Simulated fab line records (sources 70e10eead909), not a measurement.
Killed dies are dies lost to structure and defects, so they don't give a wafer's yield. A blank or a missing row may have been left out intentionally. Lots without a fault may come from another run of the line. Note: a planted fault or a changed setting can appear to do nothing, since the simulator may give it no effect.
What tool caused it? || flow nandHarc || 21 wafers from 7 lots sampled at 2 of the route's 1302 steps

## WHAT THE GAUGES SHOWED, per wafer
NHARC_A_ONON_D1_THK_MEAS_27: measures by ellipsometry.
{"lot": "L683", "measured": "day 8 22:10", "on": "filmMetro-02", "thkNm (nm)": "996 997 1000"}
{"lot": "L687", "measured": "day 10 00:25", "on": "filmMetro-02", "thkNm (nm)": "992 994 992"}
{"lot": "L690", "measured": "day 11 03:15", "on": "filmMetro-02", "thkNm (nm)": "992 993 993"}
{"lot": "L692", "measured": "day 12 01:03", "on": "filmMetro-02", "thkNm (nm)": "986 984 987"}
{"lot": "L695", "measured": "day 13 03:49", "on": "filmMetro-02", "thkNm (nm)": "1004 1005 1005"}
{"lot": "L698", "measured": "day 14 08:29", "on": "filmMetro-02", "thkNm (nm)": "992 994 1551"}
{"lot": "L704", "measured": "day 16 21:00", "on": "filmMetro-01", "thkNm (nm)": "1008 1008 1007"}

## WHAT TOOL EACH LOT RAN ON (gives the tool, then ch and the chambers of the sampled wafers, and finally the start)
{"lot": "L683", "NHARC_A_ONON_D1_DEP_25": "pecvdOnon-03 ch 0, day 8 21:46"}
{"lot": "L687", "NHARC_A_ONON_D1_DEP_25": "pecvdOnon-02 ch 0, day 9 23:55"}
{"lot": "L690", "NHARC_A_ONON_D1_DEP_25": "pecvdOnon-02 ch 0, day 11 02:44"}
{"lot": "L692", "NHARC_A_ONON_D1_DEP_25": "pecvdOnon-02 ch 0, day 12 00:35"}
{"lot": "L695", "NHARC_A_ONON_D1_DEP_25": "pecvdOnon-02 ch 0, day 13 03:19"}
{"lot": "L698", "NHARC_A_ONON_D1_DEP_25": "pecvdOnon-02 ch 0, day 14 07:59"}
{"lot": "L704", "NHARC_A_ONON_D1_DEP_25": "pecvdOnon-04 ch 0, day 16 20:29"}
- NHARC_A_ONON_D1_DEP_25: target thk 1000 nm.

## THE ANSWER, worked out from the rows above alone
Rule: usual is defined by the lots themselves. Put in order of their means at a reading, lots are off if they are a third of the lots or fewer, leave a main group of 4 or more, and stand apart from it by a gap of 3 or more times the standard deviation of the main group's means; of several such gaps the widest counts. A main group whose means are all the same, to the digits that the tables above print for the reading, isn't used. A lot without any number at a reading at which 4 lots or more have one is off too. The other lots that the step has rows for count as sound.
Off: L698, at NHARC_A_ONON_D1_THK_MEAS_27 (thkNm). The main group has a mean of 997 nm with a standard deviation of 7.5.
If a tool, at a process step before that reading, ran all the lots that are off and no sound lot after the first of them, it fits. The gauges at NHARC_A_ONON_D1_THK_MEAS_27 are tried like those tools. Undecided on this evidence; 2 tools fit (pecvdOnon-02 at NHARC_A_ONON_D1_DEP_25, filmMetro-02 at NHARC_A_ONON_D1_THK_MEAS_27).

## WHAT THE SIMULATOR HAD INSERTED
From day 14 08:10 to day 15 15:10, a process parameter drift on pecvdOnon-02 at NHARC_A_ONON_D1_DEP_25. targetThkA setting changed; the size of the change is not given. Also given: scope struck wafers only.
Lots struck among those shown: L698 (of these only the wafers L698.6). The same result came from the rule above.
